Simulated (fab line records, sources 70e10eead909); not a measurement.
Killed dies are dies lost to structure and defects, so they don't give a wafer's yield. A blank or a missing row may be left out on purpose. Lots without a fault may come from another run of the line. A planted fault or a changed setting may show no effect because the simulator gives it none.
fab line records | flow nand_harc
record lots=5 wafers=15 last_day=33
route steps=1302 shown A_CONTACT@998 END@1302
lots that met no fault: from a run of the same line without faults
start_h: hours from the record's first day to the start of the lot's first wafer shown | wait_h: hours since the lot's step before | " the same as in the row above | L1.1+2: a row that stands for several wafers | - no value, or no start given | * or withheld: withheld | < > ~ a bound
route shown NAME@n: a module of which the file shows steps, and the number in the route of the first | usual: mean/standard deviation of fault-free wafers | same: alike in all rows | chamber/n: place in a boat | sites: the reading at each site | _std_site: their standard deviation | _edge_site: outer sites' mean less inner sites' | radius_mm: how far each site lies from the wafer's centre | mask NAME#n: copy n | behind: the tool/chamber that last shaped the wafer | hold: why the lot was held/for how many hours/how that ended | device: the transistor (n, p or np) that didn't switch | end of line: the same wafers' tests at the end of the route | a step without rows: its recipe alone | killed: dies lost to structure and defects at the first sort, not the wafer's yield | map: a wafer's dies, x killed, . not, _ none there
set.NAME: the setting as run; set.NAME@STEP: as run at that earlier step | model.NAME: the simulator's own value behind a step, which no gauge read
lots at some steps of the route; a table a step, a row a wafer
services: from which hour (start_h, from the record's first day; less than 0 if before it) a tool's chamber was out of use, for how many hours, and why
## steps
# step NHARC_A_CONTACT_OVL_MEAS_43
# usual overlay_x_nm=0.0/0.78 overlay_y_nm=0.1/0.85
# columns lot.wafer tool chamber start_h wait_h overlay_x_nm overlay_y_nm
L581.2 overlay-01 - 519.93 - -1.3 -0.3
L581.3 " - " " -1.5 -0.2
L581.4 " - " " -0.9 0.0
L591.1 overlay-02 - 625.11 - -0.4 -0.8
L591.2 " - " " -0.7 0.1
L591.5 " - " " 0.0 -0.1
L596.3 overlay-01 - 686.11 - 1.4 1.6
L596.4 " - " " 1.0 1.4
L596.5 " - " " 1.0 1.5
L598.1 overlay-01 - 695.58 - 0.7 -0.1
L598.5 " - " " 1.0 -0.2
L598.6 " - " " 0.6 0.1
L599.4 overlay-02 - 707.01 - -1.8 1.2
L599.5 " - " " -1.1 1.2
L599.6 " - " " -1.5 1.9
# step NHARC_A_CONTACT_INSPECT_44
# usual raw_defect_count=88/39
# columns lot.wafer tool chamber start_h wait_h raw_defect_count
L581.2 defect_inspect-01 - 519.97 0.0 66
L581.3 " - " " 64
L581.4 " - " " 72
L591.1 defect_inspect-01 - 625.15 0.0 74
L591.2 " - " " 63
L591.5 " - " " 55
L596.3 defect_inspect-01 - 686.14 0.0 122
L596.4 " - " " 118
L596.5 " - " " 102
L598.1 defect_inspect-01 - 695.62 0.0 132
L598.5 " - " " 153
L598.6 " - " " 153
L599.4 defect_inspect-02 - 707.04 0.0 94
L599.5 " - " " 110
L599.6 " - " " 98
# step NHARC_A_CONTACT_DESCUM_47
# recipe time_s=3 o2_flow_sccm=200 ar_flow_sccm=0 bias_power_w=0 chemistry=O2
# step NHARC_A_CONTACT_ETCH_48
# recipe target_depth_a=390 over_etch_frac=0.3 time_s=65 ion_energy_ev=80 cf4_flow_sccm=150 ar_flow_sccm=0 rf_w=300 bias_w=100 chemistry=CF4
# step NHARC_A_CONTACT_ETCH_49
# recipe target_depth_a=2600 over_etch_frac=0.3 time_s=475.3 ion_energy_ev=200 n2_flow_sccm=150 h2_flow_sccm=150 ar_flow_sccm=0 rf_w=400 bias_w=150 chemistry=N2/H2
# step NHARC_A_CONTACT_ETCH_50
# recipe target_depth_a=1210 time_s=60.5 cf4_flow_sccm=100 chf3_flow_sccm=30 ar_flow_sccm=0 rf_w=500 bias_w=200 chemistry=CF4/CHF3
# step NHARC_A_CONTACT_ETCH_51
# recipe target_depth_a=70000 over_etch_frac=0.3 time_s=1820 ion_energy_ev=150 o2_flow_sccm=400 cos_flow_sccm=20 ar_flow_sccm=0 rf_w=500 bias_w=300 chemistry=O2/COS
# step NHARC_A_CONTACT_ETCH_111
# recipe source_w=withheld pressure_mtorr=20 bias_v=withheld time_s=140 target_depth_a=7000 ar_flow_sccm=withheld c4f8_flow_sccm=withheld o2_flow_sccm=withheld chemistry=C4F8/O2/Ar
# same time_s=140
# columns lot.wafer tool chamber start_h wait_h rf_hours_counter_h
L581.2 har_cap_etch-02 0 521.90 - 90
L581.4 " 1 " " -
L581.3 " 0 " " -
L591.2 har_cap_etch-01 1 627.07 - 20
L591.1 " 0 " " 20
L591.5 " 0 " " -
L596.3 har_cap_etch-01 1 688.10 - -
L596.4 " 0 " " -
L596.5 " 0 " " -
L598.1 har_cap_etch-01 0 697.51 - 33
L598.6 " 0 " " -
L598.5 " 1 " " -
L599.4 har_cap_etch-01 0 709.55 - -
L599.5 " 0 " " -
L599.6 " 1 " " -
# step NHARC_A_CONTACT_ETCH_112
# recipe source_w=withheld pressure_mtorr=20 bias_v=3000 time_s=190 target_depth_a=18500 ar_flow_sccm=withheld c4f8_flow_sccm=withheld o2_flow_sccm=withheld chemistry=C4F8/O2/Ar
# same time_s=190
# columns lot.wafer tool chamber start_h wait_h rf_hours_counter_h
L581.2 har_cap_etch-02 0 522.09 0.2 91
L581.4 " 1 " " -
L581.3 " 0 " " -
L591.2 har_cap_etch-01 1 627.27 0.2 20
L591.1 " 0 " " 20
L591.5 " 0 " " -
L596.3 har_cap_etch-01 1 688.28 0.2 -
L596.4 " 0 " " -
L596.5 " 0 " " -
L598.1 har_cap_etch-01 0 697.71 0.2 33
L598.6 " 0 " " -
L598.5 " 1 " " -
L599.4 har_cap_etch-01 0 709.74 0.2 -
L599.5 " 0 " " -
L599.6 " 1 " " -
# step NHARC_A_CONTACT_ETCH_113
# recipe source_w=withheld pressure_mtorr=20 bias_v=3000 time_s=190 target_depth_a=18500 ar_flow_sccm=withheld c4f8_flow_sccm=withheld o2_flow_sccm=withheld chemistry=C4F8/O2/Ar
# step NHARC_A_CONTACT_ETCH_114
# recipe source_w=withheld pressure_mtorr=20 bias_v=3000 time_s=190 target_depth_a=18500 ar_flow_sccm=withheld c4f8_flow_sccm=withheld o2_flow_sccm=withheld chemistry=C4F8/O2/Ar
# step NHARC_A_CONTACT_ETCH_115
# recipe source_w=withheld pressure_mtorr=20 bias_v=3000 time_s=190 target_depth_a=18500 ar_flow_sccm=withheld c4f8_flow_sccm=withheld o2_flow_sccm=withheld chemistry=C4F8/O2/Ar
# step NHARC_A_CONTACT_ETCH_116
# recipe source_w=withheld pressure_mtorr=20 bias_v=3000 time_s=190 target_depth_a=18500 ar_flow_sccm=withheld c4f8_flow_sccm=withheld o2_flow_sccm=withheld chemistry=C4F8/O2/Ar
# same time_s=190
# columns lot.wafer tool chamber start_h wait_h rf_hours_counter_h
L581.2 har_cap_etch-02 0 522.78 0.1 91
L581.4 " 1 " " -
L581.3 " 0 " " -
L591.2 har_cap_etch-01 1 627.95 0.1 21
L591.1 " 0 " " 21
L591.5 " 0 " " -
L596.3 har_cap_etch-01 1 688.97 0.1 -
L596.4 " 0 " " -
L596.5 " 0 " " -
L598.1 har_cap_etch-01 0 698.40 0.1 34
L598.6 " 0 " " -
L598.5 " 1 " " -
L599.4 har_cap_etch-01 0 710.43 0.1 -
L599.5 " 0 " " -
L599.6 " 1 " " -
# step NHARC_A_CONTACT_ETCH_117
# recipe source_w=withheld pressure_mtorr=20 bias_v=3000 time_s=190 target_depth_a=18500 ar_flow_sccm=withheld c4f8_flow_sccm=withheld o2_flow_sccm=withheld chemistry=C4F8/O2/Ar
# step NHARC_A_CONTACT_ETCH_118
# recipe source_w=withheld pressure_mtorr=20 bias_v=3000 time_s=190 target_depth_a=18500 ar_flow_sccm=withheld c4f8_flow_sccm=withheld o2_flow_sccm=withheld chemistry=C4F8/O2/Ar
# step NHARC_A_CONTACT_ETCH_119
# recipe source_w=withheld pressure_mtorr=20 bias_v=3000 time_s=190 target_depth_a=18500 ar_flow_sccm=withheld c4f8_flow_sccm=withheld o2_flow_sccm=withheld chemistry=C4F8/O2/Ar
# same time_s=190
# columns lot.wafer tool chamber start_h wait_h rf_hours_counter_h
L581.2 har_cap_etch-02 0 523.30 0.1 92
L581.4 " 1 " " -
L581.3 " 0 " " -
L591.2 har_cap_etch-01 1 628.46 0.1 21
L591.1 " 0 " " 21
L591.5 " 0 " " -
L596.3 har_cap_etch-01 1 689.49 0.1 -
L596.4 " 0 " " -
L596.5 " 0 " " -
L598.1 har_cap_etch-01 0 698.91 0.1 34
L598.6 " 0 " " -
L598.5 " 1 " " -
L599.4 har_cap_etch-01 0 710.94 0.1 -
L599.5 " 0 " " -
L599.6 " 1 " " -
# step NHARC_A_CONTACT_ETCH_120
# recipe source_w=withheld pressure_mtorr=20 bias_v=3000 time_s=190 target_depth_a=18500 ar_flow_sccm=withheld c4f8_flow_sccm=withheld o2_flow_sccm=withheld chemistry=C4F8/O2/Ar
# step NHARC_A_CONTACT_ETCH_121
# recipe source_w=withheld pressure_mtorr=20 bias_v=3000 time_s=190 target_depth_a=18500 ar_flow_sccm=withheld c4f8_flow_sccm=withheld o2_flow_sccm=withheld chemistry=C4F8/O2/Ar
# step NHARC_A_CONTACT_ETCH_122
# recipe source_w=withheld pressure_mtorr=20 bias_v=3000 time_s=190 target_depth_a=18500 ar_flow_sccm=withheld c4f8_flow_sccm=withheld o2_flow_sccm=withheld chemistry=C4F8/O2/Ar
# step NHARC_A_CONTACT_ETCH_123
# recipe source_w=withheld pressure_mtorr=20 bias_v=400 time_s=490 target_depth_a=21100 ar_flow_sccm=withheld c4f8_flow_sccm=11.5 o2_flow_sccm=7.2 chemistry=C4F8/O2/Ar
# step NHARC_A_CONTACT_ETCH_90
# recipe target_depth_a=400 over_etch_frac=0.5 time_s=85.7 ion_energy_ev=120 ch3f_flow_sccm=50 o2_flow_sccm=30 ar_flow_sccm=200 rf_w=500 bias_w=100 chemistry=CH3F/O2
# step NHARC_A_CONTACT_ETCH_96
# recipe target_depth_a=200 over_etch_frac=0.5 time_s=10 ion_energy_ev=250 c4f6_flow_sccm=25 o2_flow_sccm=20 ar_flow_sccm=500 rf_w=600 bias_w=500 chemistry=C4F6/O2
# usual drypump_motor_current_A=5.8/0.46 oes_product_au=0.968/0.024 rf_vpp_V=547/3.2 showerhead_plenum_p_Torr=3.91/0.15 throttle_valve_pct=26.904/0.0085
# same time_s=10
# columns lot.wafer tool chamber start_h wait_h drypump_motor_current_A oes_product_au rf_hours_counter_h rf_vpp_V showerhead_plenum_p_Torr throttle_valve_pct
L581.3 rie_diel-10 1 - - 6.2 0.994 19 541 3.65 26.901
L581.4 " 3 " " 6.4 1.000 15 547 3.94 26.905
L581.2 " 0 " " 5.7 1.003 16 549 4.10 26.907
L591.2 rie_diel-04 3 - - 6.2 0.948 30 546 3.93 26.899
L591.1 " 0 " " 5.6 0.997 23 543 3.75 26.901
L591.5 " 3 " " 6.2 0.949 - 546 3.93 26.891
L596.4 rie_diel-10 1 - - 6.2 0.991 12 553 4.22 26.896
L596.3 " 3 " " 6.4 0.989 14 547 3.92 26.906
L596.5 " 0 " " 5.7 0.998 - 550 4.08 26.911
L598.1 rie_diel-10 3 - - 6.4 0.937 16 547 3.92 26.909
L598.6 " 0 " " 5.7 0.942 - 550 4.08 26.908
L598.5 " 1 " " 6.2 0.945 - 553 4.22 26.904
L599.4 rie_diel-10 1 - - 6.2 0.997 18 553 4.22 26.908
L599.6 " 2 " " 5.8 1.012 - 547 3.95 26.911
L599.5 " 3 " " 6.4 0.999 - 548 3.92 26.908
# step NHARC_A_CONTACT_CD_MEAS_53
# usual cd_nm=289.6/0.69
# columns lot.wafer tool chamber start_h wait_h cd_nm
L581.2 cd_sem-03 - 525.14 - 289.7
L581.3 " - " " 289.1
L581.4 " - " " 289.6
L591.1 cd_sem-01 - 630.34 - 290.0
L591.2 " - " " 290.2
L591.5 " - " " 289.9
L596.3 cd_sem-02 - 691.31 - 288.1
L596.4 " - " " 289.1
L596.5 " - " " 288.5
L598.1 cd_sem-02 - 700.78 - 290.4
L598.5 " - " " 289.9
L598.6 " - " " 289.9
L599.4 cd_sem-02 - 712.79 - 290.0
L599.5 " - " " 289.9
L599.6 " - " " 290.3
# step NHARC_A_CONTACT_STRIP_99
# recipe n2_flow_sccm=150 h2_flow_sccm=150 ar_flow_sccm=0 bias_w=0 chemistry=N2/H2
# step NHARC_A_CONTACT_STRIP_100
# recipe cf4_flow_sccm=100 chf3_flow_sccm=30 ar_flow_sccm=0 bias_w=0 chemistry=CF4/CHF3
# step NHARC_A_CONTACT_STRIP_101
# recipe o2_flow_sccm=400 cos_flow_sccm=20 ar_flow_sccm=0 bias_w=0 chemistry=O2/COS
# step NHARC_A_CONTACT_ETCH_102
# recipe target_depth_a=1000 overetch_a=100 time_s=55 ion_energy_ev=100 cf4_flow_sccm=80 o2_flow_sccm=20 ar_flow_sccm=0 rf_w=300 bias_w=100 chemistry=CF4/O2
# step NHARC_A_CONTACT_STRIP_55
# recipe o2_flow_sccm=500 ar_flow_sccm=0 bias_w=0 chemistry=O2
# step NHARC_A_CONTACT_STRIP_56
# recipe time_s=600 temp_c=30 chemistry=post_etch_residue_remover
# step NHARC_A_CONTACT_DEP_57
# recipe target_thk_a=53000 temp_c=400 material=aC
# usual throttle_valve_pct=35.000/0.01
# columns lot.wafer tool chamber start_h wait_h throttle_valve_pct
L581.2 acl_dep-01 0 529.87 - 34.999
L581.3 " 0 " " 35.012
L581.4 " 0 " " 35.024
L591.1 acl_dep-01 0 632.52 - 35.003
L591.2 " 0 " " 34.995
L591.5 " 0 634.65 - 34.993
L596.3 acl_dep-01 0 694.93 - 34.999
L596.4 " 0 " " 35.000
L596.5 " 0 " " 35.014
L598.1 acl_dep-03 0 701.84 - 34.983
L598.5 " 0 704.00 - 34.991
L598.6 " 0 " " 35.000
L599.4 acl_dep-03 0 715.35 - 34.996
L599.5 " 0 " " 35.024
L599.6 " 0 " " 35.009
# step NHARC_A_CONTACT_DEP_58
# recipe target_thk_a=900 target_thk_nm=90 temp_c=400 pressure_torr=3.5 flow_sccm=200 rf_w=350 material=SiON
# step NHARC_A_CONTACT_DEHYDRATE_59
# recipe temp_c=150 time_s=120
# step NHARC_A_CONTACT_HMDS_60
# recipe time_s=30
# step NHARC_A_CONTACT_COAT_61
# recipe temp_c=260 time_s=75
# step NHARC_A_CONTACT_COAT_62
# recipe temp_c=225 time_s=65
# step NHARC_A_CONTACT_COAT_63
# recipe spin_rpm=1500 resist_thk_nm=90
# step NHARC_A_CONTACT_SOFTBAKE_64
# recipe temp_c=105 time_s=55
# step NHARC_A_CONTACT_EBR_65
# step NHARC_A_CONTACT_EXPOSE_66
# recipe na=1.35 sigma_outer=0.8 dose_mj=59.02 mask_id=A_CC_2
# step NHARC_A_CONTACT_PEB_67
# recipe peb_temp_c=100 peb_time_s=65
# step NHARC_A_CONTACT_DEVELOP_68
# recipe develop_time_s=35 dev_temp_c=23
# step NHARC_A_CONTACT_CD_MEAS_69
# recipe target_cd_nm=300 landing_energy_ev=500
# usual cd_nm=299.9/0.36
# columns lot.wafer tool chamber start_h wait_h cd_nm
L581.2 cd_sem-03 0 533.30 - 299.6
L581.3 " 0 " " 299.9
L581.4 " 0 " " 299.8
L591.1 cd_sem-02 0 636.34 - 299.9
L591.2 " 0 " " 299.3
L591.5 " 0 " " 300.3
L596.3 cd_sem-02 0 697.67 - 299.8
L596.4 " 0 " " 300.1
L596.5 " 0 " " 300.1
L598.1 cd_sem-01 0 705.71 - 299.8
L598.5 " 0 " " 299.7
L598.6 " 0 " " 299.8
L599.4 cd_sem-02 0 717.59 - 299.7
L599.5 " 0 " " 299.9
L599.6 " 0 " " 300.1
# step NHARC_END_SORT_01
# recipe temp_c=25
# usual killed_at_array=53/18 killed_at_other=0.9/1.3 killed_at_periphery=4/3.1 killed_dies=58/18 killed_open=3.4/2 killed_short=2.5/1.8
# same gross_dies=677
# columns lot.wafer tool chamber start_h wait_h killed_at_array killed_at_other killed_at_periphery killed_dies killed_open killed_short
L591.1 prober-01 0 697.31 2.5 113 0 6 119 6 1
L591.2 prober-01 0 698.11 2.8 92 1 12 105 4 4
L591.5 prober-01 0 700.52 3.7 113 0 9 122 1 1
# killed by level:class
L591.1 A_CONTACT:unspecified=79 A_CHANNEL_HOLE_D1:chamber_film_flake=19 A_SLIT:chamber_film_flake=5 A_STAIRCASE:chamber_film_flake=4 P_CONTACT:chamber_film_flake=3 P_GATE:geometric_particle:short=1 P_GATE:geometric_particle:open=1 P_CONTACT:geometric_particle:open=1
L591.2 A_CONTACT:unspecified=49 A_CHANNEL_HOLE_D1:chamber_film_flake=36 P_CONTACT:chamber_film_flake=9 A_ZERO_WELL:chamber_film_flake=2 P_M1:geometric_particle:open=1 P_M1:geometric_particle:short=1 A_SOURCE_PLATE:geometric_particle:open=1 A_CHANNEL_FILL_D1:geometric_particle:short=1
L591.5 A_CONTACT:unspecified=79 A_CHANNEL_HOLE_D1:chamber_film_flake=29 P_CONTACT:chamber_film_flake=8 A_SLIT:chamber_film_flake=2 P_M0:geometric_particle:open=1 A_SOURCE_PLATE:geometric_particle:short=1 A_STAIRCASE:chamber_film_flake=1 A_WL_FILL:chamber_film_flake=1
# map L591.5 (x killed, . not)
____________.____________
_________......._________
_______..........._______
______.............______
_____..............x_____
____...........x.....____
____.x...........xx..____
___.....x.....x.xxx...___
___...........xxxxxx..___
__...........xxxxxxx...__
__..........x.xxxxxxxx.__
_.....x.....xxxxxxxxx..._
_............xxxxxxxxx.._
_.........xx..xxxxxxxx.._
_...........xxxxxxxx.x.x_
_.............xxxxxxx..._
..............xxxx.x.....
..............xxx.x......
............x..xxx.......
..................x......
...............xxxx......
_............x..xxx....._
_.............xxxxx....._
_.............xxxx......_
_...........x.xx.xxx...._
_..............x.x......_
__............x...x....__
__.....................__
___..............x....___
___.............x.....___
____.................____
____.................____
_____..............._____
______x............______
_______..........._______
_________......._________
____________.____________
# map L599.6 (x killed, . not)
____________x____________
_________.xx.xxx_________
_______...xxxx.xxx_______
______.....xxxxxxxx______
_____.....x.xxxx.x.x_____
____........xxxxxxxx.____
____....x......xxxxx.____
___........x..xxxxx...___
___............xx..x..___
__...x.......x.x......x__
__.....................__
_......................._
_......................._
_......................._
_......................._
_......................._
.........................
.......x.................
......................x..
.........................
..........x..x...........
_......................._
_...............xx......_
_......................._
_...........x..........._
_................x......_
__.....................__
__.....................__
___...................___
___.....x.............___
____...x.............____
____.....x...........____
_____..............._____
______.............______
_______..........._______
_________......._________
____________.____________
## services
# columns tool chamber start_h hours kind
rie_diel-10 0 502.18 - clean
rie_diel-10 1 502.18 - clean
rie_diel-10 2 502.18 - clean
rie_diel-10 3 502.18 - clean
rie_diel-10 3 502.36 6.0 repair
har_cap_etch-01 0 514.45 - clean
har_cap_etch-01 1 514.45 - clean
rie_diel-04 - 518.10 0.4 repair
rie_diel-10 0 526.68 - clean
rie_diel-10 1 526.68 - clean
rie_diel-10 2 526.68 - clean
rie_diel-10 3 526.68 - clean
rie_diel-04 - 532.73 9.0 pm
har_cap_etch-01 - 540.72 0.5 repair
acl_dep-01 - 550.02 13.0 pm
rie_diel-10 0 551.24 - clean
rie_diel-04 0 556.36 9.9 repair
rie_diel-04 2 578.68 6.6 repair
rie_diel-10 3 587.41 6.6 repair
rie_diel-10 - 596.68 9.0 pm
rie_diel-10 3 648.01 3.5 repair
acl_dep-03 - 661.11 13.0 pm
rie_diel-10 - 661.80 0.6 repair
rie_diel-04 - 709.92 9.0 pm
## key
first_sign step=NHARC_END_SORT_01 reading=killed_dies direction=up sigmas=3.2 usual=58 struck=115
effect step=NHARC_END_SORT_01 reading=killed_at_array direction=up sigmas=3 usual=53 struck=106
more_kills_born_at NHARC_A_CONTACT_ETCH_116@har_cap_etch-01=207
met_at NHARC_A_CONTACT_ETCH_116
struck_wafers L591.1,L591.2,L591.5
tester_left_out L591
also_fits NHARC_A_CONTACT_ETCH_96:rie_diel-04
fault kind=chamber_particle_source tool=har_cap_etch-01 chamber=- onset_h=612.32 steps=NHARC_A_CONTACT_ETCH_116 rate_per_visit_cm2=0.68709 end_h=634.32
# tester_left_out: of these lots the tester's yield and bins aren't shown, on N5 and GAA mostly nor the transistor test; their killed dies are dies lost to structure and defects alone, not to doping, threshold or leakage, so they don't give the yield
